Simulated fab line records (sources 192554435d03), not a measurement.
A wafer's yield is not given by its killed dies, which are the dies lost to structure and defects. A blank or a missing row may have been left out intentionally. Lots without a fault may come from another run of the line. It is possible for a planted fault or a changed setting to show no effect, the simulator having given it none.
fab line records    flow n5_finfet
record lots=24  wafers=72  last_day=18
route steps=1938 shown BEOL_M14@1728 BEOL_M15@1784
lots that met no fault: from a run of the same line without faults
start_h: hours from the record's opening day to when the first of the lot's shown wafers began    wait_h: how many hours have passed since the lot's step before this one    " same as the row above    L1.1+2: a row that stands for several wafers    - value missing, or start not given    * or withheld: withheld    < > ~ a bound
route shown NAME@n: a module of which the file shows steps, and the number in the route of the first    usual: mean and standard deviation over wafers with no fault    same: alike in all rows    chamber/n: place in a boat    sites: each site's reading    _std_site: the values' standard deviation    _edge_site: mean of outer sites minus mean of inner sites    radius_mm: how far each site lies from the wafer's centre    mask NAME#n: copy n    behind: the last tool/chamber to shape the wafer    hold: cause of the lot's hold/its duration in hours/its outcome    device: the n, p or np transistor that did not switch    end of line: the route-end tests of the same wafers    a step given without rows: its recipe and nothing more    killed: not the wafer's yield, but the dies lost to structure and defects at the first sort    map: shows each die of a wafer: x if killed, . if not, _ if none is there
set.NAME: setting as actually run; set.NAME@STEP: the setting as run at that earlier step    model.NAME: the simulator's own value behind a step, which no gauge read
steps of the route over a sample of lots; a table a step, a row a wafer
services: a tool's chamber out of use, with start hour (start_h, from the record's first day; less than 0 if before it), hours out, and reason
## steps
# step N5_BEOL_M14_INSPECT_12
# recipe mode=adi  inspect_instrument=macro
# usual raw_defect_count=2.0/1.4
lot.wafer  tool               chamber  start_h  wait_h  raw_defect_count
L076.1     defect_inspect-02  -        236.46   0.0     2
L076.3     "                  -        "        "       2
L076.5     "                  -        "        "       2
L075.2     defect_inspect-02  -        236.69   0.0     1
L075.3     "                  -        "        "       1
L075.4     "                  -        "        "       0
L074.1     defect_inspect-01  -        246.21   0.0     4
L074.3     "                  -        "        "       2
L074.5     "                  -        "        "       2
L077.3     defect_inspect-02  -        251.62   0.0     1
L077.4     "                  -        "        "       0
L077.6     "                  -        "        "       1
L078.1     defect_inspect-01  -        267.06   0.0     0
L078.4     "                  -        "        "       2
L078.6     "                  -        "        "       4
L079.1     defect_inspect-01  -        267.37   0.0     2
L079.4     "                  -        "        "       3
L079.6     "                  -        "        "       2
L080.1     defect_inspect-02  -        282.48   0.0     1
L080.2     "                  -        "        "       2
L080.3     "                  -        "        "       2
L081.3     defect_inspect-01  -        287.15   0.0     4
L081.5     "                  -        "        "       3
L081.6     "                  -        "        "       2
L083.1     defect_inspect-02  -        294.86   0.0     1
L083.2     "                  -        "        "       2
L083.6     "                  -        "        "       5
L084.1     defect_inspect-02  -        300.88   0.0     2
L084.2     "                  -        "        "       2
L084.4     "                  -        "        "       0
L082.2     defect_inspect-01  -        308.78   0.0     2
L082.4     "                  -        "        "       1
L082.6     "                  -        "        "       3
L085.1     defect_inspect-02  -        311.98   0.0     2
L085.2     "                  -        "        "       3
L085.3     "                  -        "        "       0
L086.2     defect_inspect-02  -        319.51   0.0     2
L086.3     "                  -        "        "       0
L086.6     "                  -        "        "       1
L087.1     defect_inspect-01  -        328.63   0.0     1
L087.3     "                  -        "        "       1
L087.5     "                  -        "        "       2
L088.1     defect_inspect-01  -        335.52   0.0     3
L088.2     "                  -        "        "       1
L088.6     "                  -        "        "       2
L089.1     defect_inspect-02  -        338.72   0.0     3
L089.2     "                  -        "        "       6
L089.5     "                  -        "        "       3
L090.3     defect_inspect-02  -        339.08   0.0     4
L090.4     "                  -        "        "       2
L090.5     "                  -        "        "       4
L091.1     defect_inspect-02  -        339.29   0.0     3
L091.3     "                  -        "        "       3
L091.5     "                  -        "        "       2
L092.1     defect_inspect-02  -        352.33   0.0     5
L092.2     "                  -        "        "       1
L092.3     "                  -        "        "       0
L094.1     defect_inspect-01  -        365.35   0.0     0
L094.5     "                  -        "        "       1
L094.6     "                  -        "        "       3
L093.2     defect_inspect-01  -        368.23   0.0     3
L093.4     "                  -        "        "       3
L093.6     "                  -        "        "       3
L097.3     defect_inspect-02  -        377.34   0.0     0
L097.5     "                  -        "        "       5
L097.6     "                  -        "        "       2
L096.3     defect_inspect-01  -        393.72   0.0     3
L096.4     "                  -        "        "       3
L096.5     "                  -        "        "       4
L095.1     defect_inspect-01  -        394.36   0.0     0
L095.5     "                  -        "        "       0
L095.6     "                  -        "        "       2
# step N5_BEOL_M14_TRENCH_ETCH_34
# recipe chemistry=C4F8/O2/Ar  target=SiO2  target_depth_a=5566.5  mask_material=SOC  he_inner_torr=15  he_outer_torr=30  time_s=126.9  ion_energy_ev=800  pressure_mtorr=20  source_w=1905  bias_w=2040  Ar_flow_sccm=400  C4F8_flow_sccm=16  O2_flow_sccm=12
# usual drypump_motor_current_A=5.8/0.53  oes_product_au=0.78/0.072  rf_vpp_V=2226/57  showerhead_plenum_p_Torr=3.44/0.096  throttle_valve_pct=30.80/0.22
# same time_s=126.9
lot.wafer  tool         chamber  start_h  wait_h  drypump_motor_current_A  oes_product_au  rf_hours_counter_h  rf_vpp_V  showerhead_plenum_p_Torr  throttle_valve_pct
L076.1     rie_diel-06  3        237.95   0.0     5.7                      0.73            170                 2269      3.31                      30.83
L076.3     "            0        "        "       6.7                      0.87            29                  2206      3.49                      30.71
L076.5     "            0        "        "       6.7                      0.88            -                   2206      3.49                      30.73
L075.2     rie_diel-02  0        238.16   0.0     6.1                      0.79            104                 2226      3.49                      30.58
L075.3     "            3        "        "       5.2                      0.70            215                 2219      3.55                      31.40
L075.4     "            1        "        "       5.5                      0.66            236                 2262      3.51                      30.52
L074.1     rie_diel-01  2        247.67   0.0     6.3                      0.92            18                  2135      3.39                      30.58
L074.3     "            1        "        "       6.4                      0.75            143                 2234      3.33                      30.82
L074.5     "            3        "        "       5.3                      0.84            -                   2193      3.35                      30.85
L077.3     rie_diel-06  0        253.09   0.0     6.7                      0.88            34                  2207      3.49                      30.74
L077.4     "            1        "        "       5.2                      0.71            160                 2311      3.55                      30.95
L077.6     "            1        "        "       5.2                      0.71            -                   2311      3.55                      30.95
L078.1     rie_diel-01  2        268.44   0.0     6.2                      0.91            24                  2135      3.39                      30.55
L078.4     "            3        "        "       5.3                      0.83            89                  2194      3.35                      30.83
L078.6     "            0        "        "       5.8                      0.72            -                   2216      3.42                      30.83
L079.1     rie_diel-06  0        268.71   0.0     6.7                      0.86            38                  2206      3.49                      30.74
L079.4     "            3        "        "       5.6                      0.73            179                 2267      3.31                      30.86
L079.6     "            1        "        "       5.2                      0.71            -                   2311      3.55                      30.96
L080.1     rie_diel-06  2        283.96   0.0     5.9                      0.75            156                 2289      3.60                      31.13
L080.2     "            3        "        "       5.7                      0.72            184                 2267      3.30                      30.84
L080.3     "            1        "        "       5.2                      0.70            170                 2311      3.55                      30.96
L081.3     rie_diel-06  1        288.49   0.0     5.2                      0.72            172                 2311      3.54                      30.98
L081.5     "            1        "        "       5.2                      0.71            -                   2310      3.54                      31.00
L081.6     "            0        "        "       6.7                      0.86            -                   2206      3.48                      30.75
L083.1     rie_diel-01  0        296.32   0.0     5.8                      0.71            209                 2214      3.42                      30.82
L083.2     "            2        "        "       6.3                      0.88            35                  2134      3.38                      30.57
L083.6     "            1        "        "       6.4                      0.74            -                   2233      3.32                      30.85
L084.1     rie_diel-02  2        302.38   0.0     5.1                      0.83            100                 2114      3.32                      30.67
L084.2     "            3        "        "       5.2                      0.68            241                 2217      3.53                      31.43
L084.4     "            1        "        "       5.5                      0.95            -                   2261      3.50                      30.43
L082.2     rie_diel-06  0        310.24   0.0     6.7                      0.84            51                  2205      3.48                      30.77
L082.4     "            1        "        "       5.2                      0.70            178                 2310      3.54                      30.97
L082.6     "            0        "        "       6.7                      0.84            -                   2206      3.48                      30.75
L085.1     rie_diel-01  3        313.32   0.0     5.3                      0.82            99                  2194      3.34                      30.85
L085.2     "            1        "        "       6.4                      0.74            166                 2234      3.32                      30.85
L085.3     "            2        "        "       6.3                      0.88            40                  2135      3.38                      30.57
L086.2     rie_diel-02  0        321.27   0.0     6.1                      0.77            128                 2225      3.48                      30.60
L086.3     "            2        "        "       5.1                      0.82            108                 2114      3.32                      30.69
L086.6     "            0        "        "       6.1                      0.77            -                   2225      3.48                      30.63
L087.1     rie_diel-06  1        330.26   0.0     5.2                      0.69            185                 2309      3.54                      30.98
L087.3     "            2        "        "       5.9                      0.73            172                 2288      3.59                      31.15
L087.5     "            1        "        "       5.2                      0.70            -                   2308      3.54                      30.98
L088.1     rie_diel-02  3        336.86   0.0     5.2                      0.69            249                 2217      3.53                      31.44
L088.2     "            0        "        "       6.1                      0.76            134                 2225      3.48                      30.60
L088.6     "            0        "        "       6.1                      0.76            -                   2223      3.48                      30.60
L089.1     rie_diel-02  2        340.42   0.0     5.1                      0.81            115                 2114      3.31                      30.70
L089.2     "            1        "        "       5.5                      0.91            17                  2260      3.49                      30.42
L089.5     "            2        "        "       5.1                      0.81            -                   2115      3.31                      30.69
L090.3     rie_diel-06  3        340.79   0.0     5.6                      0.71            201                 2267      3.29                      30.87
L090.4     "            0        "        "       6.7                      0.83            62                  2205      3.48                      30.77
L090.5     "            0        "        "       6.7                      0.83            -                   2206      3.48                      30.77
L091.1     rie_diel-02  0        341.00   0.0     6.1                      0.75            135                 2224      3.48                      30.60
L091.3     "            1        "        "       5.5                      0.89            18                  2260      3.49                      30.41
L091.5     "            0        "        "       6.1                      0.76            -                   2224      3.48                      30.63
L092.1     rie_diel-02  1        353.66   0.0     5.5                      0.89            25                  2259      3.48                      30.43
L092.2     "            0        "        "       6.1                      0.75            143                 2223      3.47                      30.60
L092.3     "            2        "        "       5.1                      0.80            123                 2113      3.31                      30.68
L094.1     rie_diel-06  1        367.02   0.0     5.2                      0.69            194                 2308      3.53                      30.98
L094.5     "            3        "        "       5.6                      0.70            -                   2266      3.29                      30.87
L094.6     "            0        "        "       6.7                      0.82            -                   2205      3.47                      30.77
L093.2     rie_diel-01  2        369.57   0.0     6.3                      0.84            61                  2132      3.37                      30.59
L093.4     "            1        "        "       6.4                      0.73            186                 2232      3.31                      30.86
L093.6     "            3        "        "       5.3                      0.80            -                   2192      3.33                      30.88
L097.3     rie_diel-06  2        379.06   0.0     5.9                      0.73            189                 2286      3.58                      31.16
L097.5     "            3        "        "       5.6                      0.69            -                   2267      3.29                      30.85
L097.6     "            0        "        "       6.7                      0.81            -                   2205      3.47                      30.77
L096.3     rie_diel-02  1        395.58   0.0     5.5                      0.86            40                  2259      3.48                      30.45
L096.4     "            0        "        "       6.1                      0.74            157                 2223      3.46                      30.62
L096.5     "            1        "        "       5.5                      0.86            -                   2258      3.48                      30.43
L095.1     rie_diel-01  1        396.12   0.0     6.4                      0.72            196                 2232      3.30                      30.87
L095.5     "            3        "        "       5.3                      0.80            -                   2191      3.33                      30.90
L095.6     "            1        "        "       6.4                      0.71            -                   2231      3.30                      30.87
# step N5_BEOL_M14_SPUTTER_43
# recipe material=TaN  target_thk_a=150  temp_c=50  bias_v=168.6  power_w=15000  chamber_pressure_pa=0.12  time_s=24.19
# usual throttle_valve_pct=30.0/1.4
# same time_s=24.19
lot.wafer  tool            chamber  start_h  wait_h  throttle_valve_pct
L076.1     pvd_sputter-02  -        239.81   0.0     29.8
L076.3     "               -        "        "       31.2
L076.5     "               -        "        "       29.9
L075.2     pvd_sputter-01  -        241.19   0.0     30.8
L075.3     "               -        "        "       29.4
L075.4     "               -        "        "       29.5
L074.1     pvd_sputter-01  -        250.07   0.0     29.6
L074.3     "               -        "        "       31.4
L074.5     "               -        "        "       29.7
L077.3     pvd_sputter-02  -        257.08   0.0     30.9
L077.4     "               -        "        "       30.0
L077.6     "               -        "        "       29.9
L078.1     pvd_sputter-02  -        271.03   0.0     29.8
L078.4     "               -        "        "       32.2
L078.6     "               -        "        "       32.4
L079.1     pvd_sputter-01  -        271.12   0.0     30.8
L079.4     "               -        "        "       30.3
L079.6     "               -        "        "       30.8
L080.1     pvd_sputter-02  -        285.25   0.0     32.3
L080.2     "               -        "        "       30.2
L080.3     "               -        "        "       29.7
L081.3     pvd_sputter-02  -        291.16   0.0     30.1
L081.5     "               -        "        "       32.4
L081.6     "               -        "        "       29.9
L083.1     pvd_sputter-02  -        304.30   0.0     29.8
L083.2     "               -        "        "       31.0
L083.6     "               -        "        "       29.7
L084.1     pvd_sputter-02  -        309.04   0.0     32.2
L084.2     "               -        "        "       31.2
L084.4     "               -        "        "       30.2
L082.2     pvd_sputter-01  -        311.59   0.0     30.0
L082.4     "               -        "        "       29.3
L082.6     "               -        "        "       30.4
L085.1     pvd_sputter-01  -        317.23   0.0     29.3
L085.2     "               -        "        "       29.7
L085.3     "               -        "        "       30.1
L086.2     pvd_sputter-03  -        324.43   0.0     30.4
L086.3     "               -        "        "       26.9
L086.6     "               -        "        "       26.8
L087.1     pvd_sputter-03  -        333.33   0.0     27.0
L087.3     "               -        "        "       30.4
L087.5     "               -        "        "       26.7
L088.1     pvd_sputter-03  -        337.69   0.0     28.3
L088.2     "               -        "        "       30.5
L088.6     "               -        "        "       30.3
L089.1     pvd_sputter-03  -        342.11   0.0     29.4
L089.2     "               -        "        "       28.2
L089.5     "               -        "        "       28.4
L090.3     pvd_sputter-03  -        343.15   0.0     30.4
L090.4     "               -        "        "       28.4
L090.5     "               -        "        "       28.3
L091.1     pvd_sputter-02  -        343.75   0.0     30.0
L091.3     "               -        "        "       30.8
L091.5     "               -        "        "       29.9
L092.1     pvd_sputter-02  -        356.38   0.0     30.0
L092.2     "               -        "        "       29.8
L092.3     "               -        "        "       31.3
L094.1     pvd_sputter-02  -        372.09   0.0     29.8
L094.5     "               -        "        "       30.1
L094.6     "               -        "        "       32.4
L093.2     pvd_sputter-03  -        372.21   0.0     26.8
L093.4     "               -        "        "       29.3
L093.6     "               -        "        "       30.4
L097.3     pvd_sputter-03  -        383.12   0.0     30.5
L097.5     "               -        "        "       28.5
L097.6     "               -        "        "       30.4
L096.3     pvd_sputter-01  -        398.14   0.0     29.4
L096.4     "               -        "        "       30.4
L096.5     "               -        "        "       29.6
L095.1     pvd_sputter-02  -        398.36   0.0     30.0
L095.5     "               -        "        "       30.2
L095.6     "               -        "        "       32.3
# step N5_BEOL_M14_ANNEAL_48
# recipe temp_c=225  time_s=90  ambient=N2
# usual wafer_temp_C_max=226.5/0.34
# same time_s=90
lot.wafer  tool           chamber  start_h  wait_h  wafer_temp_C_max
L076.1     rtp_anneal-01  0        240.52   0.4     226.8
L076.3     "              0        "        "       226.8
L076.5     "              0        "        "       227.2
L075.2     rtp_anneal-01  0        241.74   0.2     226.6
L075.3     "              0        "        "       226.6
L075.4     "              0        "        "       226.7
L074.1     rtp_anneal-02  0        250.78   0.4     226.6
L074.3     "              0        "        "       226.8
L074.5     "              0        "        "       226.4
L077.3     rtp_anneal-01  0        257.64   0.2     226.2
L077.4     "              0        "        "       226.6
L077.6     "              0        "        "       226.7
L078.1     rtp_anneal-01  0        271.49   0.1     226.2
L078.4     "              0        "        "       226.6
L078.6     "              0        "        "       225.6
L079.1     rtp_anneal-02  0        271.59   0.1     226.7
L079.4     "              0        "        "       226.8
L079.6     "              0        "        "       226.9
L080.1     rtp_anneal-01  0        285.71   0.1     225.9
L080.2     "              0        "        "       226.3
L080.3     "              0        "        "       226.5
L081.3     rtp_anneal-01  0        291.93   0.4     226.2
L081.5     "              0        "        "       226.0
L081.6     "              0        "        "       226.2
L083.1     rtp_anneal-02  0        306.78   2.1     226.5
L083.2     "              0        "        "       226.7
L083.6     "              0        "        "       226.4
L084.1     rtp_anneal-02  0        312.07   2.7     226.5
L084.2     "              0        "        "       226.7
L084.4     "              0        "        "       226.4
L082.2     rtp_anneal-01  0        312.45   0.5     226.0
L082.4     "              0        "        "       226.2
L082.6     "              0        "        "       226.9
L085.1     rtp_anneal-02  0        317.93   0.4     226.9
L085.2     "              0        "        "       226.6
L085.3     "              0        "        "       227.0
L086.2     rtp_anneal-02  0        324.96   0.2     227.0
L086.3     "              0        "        "       227.6
L086.6     "              0        "        "       227.4
L087.1     rtp_anneal-01  0        333.80   0.1     226.6
L087.3     "              0        "        "       226.0
L087.5     "              0        "        "       226.3
L088.1     rtp_anneal-01  0        338.16   0.1     226.3
L088.2     "              0        "        "       226.4
L088.6     "              0        "        "       226.1
L089.1     rtp_anneal-01  0        342.58   0.1     226.6
L089.2     "              0        "        "       226.7
L089.5     "              0        "        "       226.9
L090.3     rtp_anneal-02  0        343.80   0.3     226.4
L090.4     "              0        "        "       226.2
L090.5     "              0        "        "       226.1
L091.1     rtp_anneal-01  0        344.21   0.1     226.0
L091.3     "              0        "        "       226.6
L091.5     "              0        "        "       226.8
L092.1     rtp_anneal-02  0        356.90   0.2     226.7
L092.2     "              0        "        "       227.3
L092.3     "              0        "        "       226.7
L094.1     rtp_anneal-02  0        372.56   0.1     226.9
L094.5     "              0        "        "       226.7
L094.6     "              0        "        "       226.7
L093.2     rtp_anneal-02  0        372.87   0.3     226.6
L093.4     "              0        "        "       226.2
L093.6     "              0        "        "       226.5
L097.3     rtp_anneal-02  0        383.67   0.2     226.4
L097.5     "              0        "        "       226.5
L097.6     "              0        "        "       226.6
L096.3     rtp_anneal-02  0        398.69   0.2     226.8
L096.4     "              0        "        "       226.0
L096.5     "              0        "        "       226.3
L095.1     rtp_anneal-01  0        398.83   0.1     226.3
L095.5     "              0        "        "       226.7
L095.6     "              0        "        "       226.5
# step N5_BEOL_M15_OVL_MEAS_11
# recipe points_per_wafer=44
# usual V14_OVL=2/5.6
lot.wafer  tool        chamber  start_h  wait_h  V14_OVL[nm]
L076.1     overlay-02  0        242.28   0.0     11
L076.3     "           0        "        "       8
L076.5     "           0        "        "       8
L075.2     overlay-02  0        243.29   0.0     2
L075.3     "           0        "        "       8
L075.4     "           0        "        "       6
L074.1     overlay-01  0        252.27   0.0     2
L074.3     "           0        "        "       -3
L074.5     "           0        "        "       -8
L077.3     overlay-02  0        259.04   0.0     6
L077.4     "           0        "        "       -2
L077.6     "           0        "        "       4
L078.1     overlay-02  0        272.98   0.0     -7
L078.4     "           0        "        "       0
L078.6     "           0        "        "       6
L079.1     overlay-01  0        273.02   0.0     6
L079.4     "           0        "        "       0
L079.6     "           0        "        "       2
L080.1     overlay-01  0        287.08   0.0     5
L080.2     "           0        "        "       -5
L080.3     "           0        "        "       -1
L081.3     overlay-02  0        293.48   0.0     8
L081.5     "           0        "        "       13
L081.6     "           0        "        "       2
L083.1     overlay-02  0        308.27   0.0     -1
L083.2     "           0        "        "       3
L083.6     "           0        "        "       6
L084.1     overlay-02  0        313.49   0.0     -4
L084.2     "           0        "        "       -3
L084.4     "           0        "        "       -1
L082.2     overlay-02  0        313.90   0.0     -2
L082.4     "           0        "        "       4
L082.6     "           0        "        "       4
L085.1     overlay-02  0        319.30   0.0     6
L085.2     "           0        "        "       4
L085.3     "           0        "        "       6
L086.2     overlay-01  0        326.28   0.0     2
L086.3     "           0        "        "       0
L086.6     "           0        "        "       5
L087.1     overlay-02  0        335.17   0.0     3
L087.3     "           0        "        "       4
L087.5     "           0        "        "       3
L088.1     overlay-02  0        339.65   0.0     6
L088.2     "           0        "        "       5
L088.6     "           0        "        "       5
L089.1     overlay-01  0        344.18   0.0     -4
L089.2     "           0        "        "       4
L089.5     "           0        "        "       -4
L090.3     overlay-01  0        345.21   0.0     -9
L090.4     "           0        "        "       0
L090.5     "           0        "        "       -3
L091.1     overlay-02  0        345.74   0.0     -5
L091.3     "           0        "        "       -12
L091.5     "           0        "        "       -1
L092.1     overlay-02  0        358.39   0.0     -1
L092.2     "           0        "        "       5
L092.3     "           0        "        "       3
L094.1     overlay-01  0        373.92   0.0     9
L094.5     "           0        "        "       7
L094.6     "           0        "        "       15
L093.2     overlay-02  0        374.32   0.0     -2
L093.4     "           0        "        "       7
L093.6     "           0        "        "       2
L097.3     overlay-02  0        385.00   0.0     1
L097.5     "           0        "        "       5
L097.6     "           0        "        "       2
L096.3     overlay-02  0        400.13   0.0     -3
L096.4     "           0        "        "       12
L096.5     "           0        "        "       3
L095.1     overlay-02  0        400.44   0.0     -1
L095.5     "           0        "        "       0
L095.6     "           0        "        "       2
# step N5_BEOL_M15_INSPECT_30
# recipe mode=adi  inspect_instrument=macro
# usual raw_defect_count=2.0/1.4
lot.wafer  tool               chamber  start_h  wait_h  raw_defect_count
L076.1     defect_inspect-01  -        243.84   0.0     4
L076.3     "                  -        "        "       1
L076.5     "                  -        "        "       5
L075.2     defect_inspect-02  -        245.26   0.0     2
L075.3     "                  -        "        "       3
L075.4     "                  -        "        "       3
L074.1     defect_inspect-02  -        253.76   0.0     3
L074.3     "                  -        "        "       3
L074.5     "                  -        "        "       0
L077.3     defect_inspect-02  -        260.53   0.0     2
L077.4     "                  -        "        "       2
L077.6     "                  -        "        "       4
L078.1     defect_inspect-01  -        274.89   0.0     1
L078.4     "                  -        "        "       1
L078.6     "                  -        "        "       1
L079.1     defect_inspect-02  -        275.05   0.0     3
L079.4     "                  -        "        "       0
L079.6     "                  -        "        "       1
L080.1     defect_inspect-01  -        288.57   0.0     1
L080.2     "                  -        "        "       4
L080.3     "                  -        "        "       1
L081.3     defect_inspect-01  -        295.09   0.0     1
L081.5     "                  -        "        "       0
L081.6     "                  -        "        "       3
L083.1     defect_inspect-01  -        309.76   0.0     2
L083.2     "                  -        "        "       3
L083.6     "                  -        "        "       0
L084.1     defect_inspect-01  -        314.98   0.0     0
L084.2     "                  -        "        "       2
L084.4     "                  -        "        "       2
L082.2     defect_inspect-01  -        315.51   0.0     1
L082.4     "                  -        "        "       3
L082.6     "                  -        "        "       2
L085.1     defect_inspect-01  -        321.11   0.0     3
L085.2     "                  -        "        "       1
L085.3     "                  -        "        "       0
L086.2     defect_inspect-02  -        327.78   0.0     4
L086.3     "                  -        "        "       3
L086.6     "                  -        "        "       4
L087.1     defect_inspect-02  -        336.78   0.0     1
L087.3     "                  -        "        "       2
L087.5     "                  -        "        "       3
L088.1     defect_inspect-02  -        341.23   0.0     2
L088.2     "                  -        "        "       4
L088.6     "                  -        "        "       4
L089.1     defect_inspect-01  -        345.79   0.0     3
L089.2     "                  -        "        "       1
L089.5     "                  -        "        "       1
L090.3     defect_inspect-02  -        346.74   0.0     1
L090.4     "                  -        "        "       2
L090.5     "                  -        "        "       1
L091.1     defect_inspect-01  -        347.40   0.0     1
L091.3     "                  -        "        "       2
L091.5     "                  -        "        "       3
L092.1     defect_inspect-01  -        360.16   0.0     6
L092.2     "                  -        "        "       2
L092.3     "                  -        "        "       1
L094.1     defect_inspect-01  -        375.75   0.0     2
L094.5     "                  -        "        "       2
L094.6     "                  -        "        "       0
L093.2     defect_inspect-02  -        376.58   0.0     1
L093.4     "                  -        "        "       3
L093.6     "                  -        "        "       1
L097.3     defect_inspect-01  -        386.79   0.0     1
L097.5     "                  -        "        "       0
L097.6     "                  -        "        "       4
L096.3     defect_inspect-02  -        401.61   0.0     4
L096.4     "                  -        "        "       0
L096.5     "                  -        "        "       1
L095.1     defect_inspect-01  -        401.98   0.0     4
L095.5     "                  -        "        "       3
L095.6     "                  -        "        "       3
## services
tool            chamber  start_h  hours  kind
rie_diel-06     2        233.31   5.4    repair
rie_diel-02     1        272.82   -      clean
rie_diel-02     1        272.82   -      consumable_replace:focus_ring
rie_diel-02     1        272.82   19.7   scheduled_down
rie_diel-02     1        272.82   19.7   vent_cycle
pvd_sputter-03  -        276.23   36.1   repair
rie_diel-01     -        276.74   3.5    repair
rie_diel-01     3        280.83   10.1   repair
rtp_anneal-01   -        300.76   7.6    pm
rie_diel-02     0        301.45   6.4    repair
rtp_anneal-02   -        308.40   3.4    pm
rie_diel-02     3        319.57   8.6    repair
rie_diel-02     3        339.67   -      clean
rie_diel-02     3        339.67   -      consumable_replace:focus_ring
rie_diel-02     3        339.67   16.0   scheduled_down
rie_diel-02     3        339.67   16.0   vent_cycle
rie_diel-06     0        341.21   4.4    repair
rie_diel-06     1        352.55   12.5   repair
pvd_sputter-01  -        367.26   0.6    repair
## key
fault none
